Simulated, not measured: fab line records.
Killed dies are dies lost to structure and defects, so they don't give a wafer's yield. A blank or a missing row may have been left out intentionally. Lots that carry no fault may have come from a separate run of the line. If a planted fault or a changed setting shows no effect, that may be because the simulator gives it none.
Split-lot study	flow n5Finfet	on a route of 1938 steps: 7 lots, 39 wafers read

## SPLIT DETAILS
At N5_MIM_BOT_LITHO_DEVELOP_07 (develop time 60 s), the setting developTimeS was moved away from the recipe's 60 s on 12 of the 39 wafers read, by -28.5% to +56.6%. This setting was run at the recipe's value on the other wafers.

## SPLIT TO READING: what lies between them in the file, 1 step
- N5_MIM_BOT_LITHO_HARDBAKE_09: time 120 s

## THE READING
Shown in nm: cdNm at N5_MIM_BOT_LITHO_CD_MEAS_08, with target cd 3000 nm. Typical for fault-free wafers on this fab line: 2998.8 nm, with standard deviation 1.5 nm.

wafer	tool, chamber at the split	developTimeS as run, s	against the recipe	cdNm, nm	against lot-mates on the recipe
L075.1	lithoTrack-02, 0	60	recipe	2997.0	-
L075.2	lithoTrack-02, 0	60	recipe	2997.5	-
L075.3	lithoTrack-02, 0	60	recipe	2994.3	-
L075.4	lithoTrack-02, 0	60	recipe	2997.1	-
L075.5	lithoTrack-02, 0	60	recipe	2995.1	-
L075.6	lithoTrack-02, 0	60	recipe	2996.3	-
L074.1	lithoTrack-03, 0	93.95	+56.6%	3008.9	+7.7
L074.2	lithoTrack-03, 0	60	recipe	3001.3	-
L074.3	lithoTrack-03, 0	60	recipe	3002.5	-
L074.4	lithoTrack-03, 0	60	recipe	2999.7	-
L074.5	lithoTrack-03, 0	93.95	+56.6%	3006.6	+5.4
L074.6	lithoTrack-03, 0	93.95	+56.6%	3009.2	+8.0
L086.1	lithoTrack-02, 0	81.81	+36.3%	3003.5	+5.1
L086.2	lithoTrack-02, 0	81.81	+36.3%	3004.4	+6.0
L086.3	lithoTrack-02, 0	60	recipe	2997.2	-
L086.4	lithoTrack-02, 0	60	recipe	2998.4	-
L086.5	lithoTrack-02, 0	81.81	+36.3%	3003.6	+5.2
L086.6	lithoTrack-02, 0	60	recipe	2999.5	-
L089.1	lithoTrack-02, 0	60	recipe	3000.0	-
L089.2	lithoTrack-02, 0	60	recipe	2998.6	-
L089.3	lithoTrack-02, 0	85.63	+42.7%	3006.4	+6.6
L089.4	lithoTrack-02, 0	85.63	+42.7%	3004.4	+4.6
L089.5	lithoTrack-02, 0	60	recipe	3000.8	-
L089.6	lithoTrack-02, 0	85.63	+42.7%	3006.0	+6.2
L093.1	lithoTrack-02, 0	60	recipe	2998.9	-
L093.2	lithoTrack-02, 0	42.88	-28.5%	2989.3	-9.4
L093.3	lithoTrack-02, 0	60	recipe	2998.7	-
L093.4	lithoTrack-02, 0	60	recipe	2998.5	-
L093.5	lithoTrack-02, 0	42.88	-28.5%	2994.0	-4.7
L093.6	lithoTrack-02, 0	42.88	-28.5%	2989.7	-9.0
L096.1	lithoTrack-01, 0	60	recipe	3000.5	-
L096.5	lithoTrack-01, 0	60	recipe	2999.8	-
L096.6	lithoTrack-01, 0	60	recipe	2999.4	-
L097.1	lithoTrack-01, 0	60	recipe	3001.0	-
L097.2	lithoTrack-01, 0	60	recipe	3001.3	-
L097.3	lithoTrack-01, 0	60	recipe	2999.9	-
L097.4	lithoTrack-01, 0	60	recipe	2999.9	-
L097.5	lithoTrack-01, 0	60	recipe	2999.9	-
L097.6	lithoTrack-01, 0	60	recipe	3000.4	-

THE FIT
A straight line over all 39 wafers: cdNm changes by +0.176 nm for each +1% of developTimeS; r = +0.89; the points scatter about the line by 2 nm.
The same after taking each lot's own level away (the mean of its wafers on the recipe; 39 wafers): +0.156 nm for each +1%; r = +0.93; scatter 1.4 nm.
The reading moves by 8.8 nm for the largest change in developTimeS, on that fit.
Across the lots, their own levels run from 2996.22 to 3001.17 nm, a range of 3.3 times the standard deviation given above.
So the lot-to-lot level changes the slope: the two fits differ.
Check: +8.46 nm against its lot-mates is what the line predicts for one of the wafers moved furthest among these (+56.6%) when that wafer is left out of the fit. Against them it came out at +7.73 nm.

## OTHER SPLITS ON THESE WAFERS
These wafers also went through other splits before the reading. Each is held against what the fit with the lots' levels taken away leaves over:
other split on the same wafers	wafers away from the commonest value	r with cdNm (lot level and that fit taken away)
N5_BEOL_M7_TRENCH_ETCH_37 timeS	12	-0.24
N5_BEOL_M14_ILD_DEP_00 targetThkA	15	-0.20

## THE FILE'S OWN FIT
cdNm changes by +0.148 nm for each +1% of developTimeS, r = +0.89.
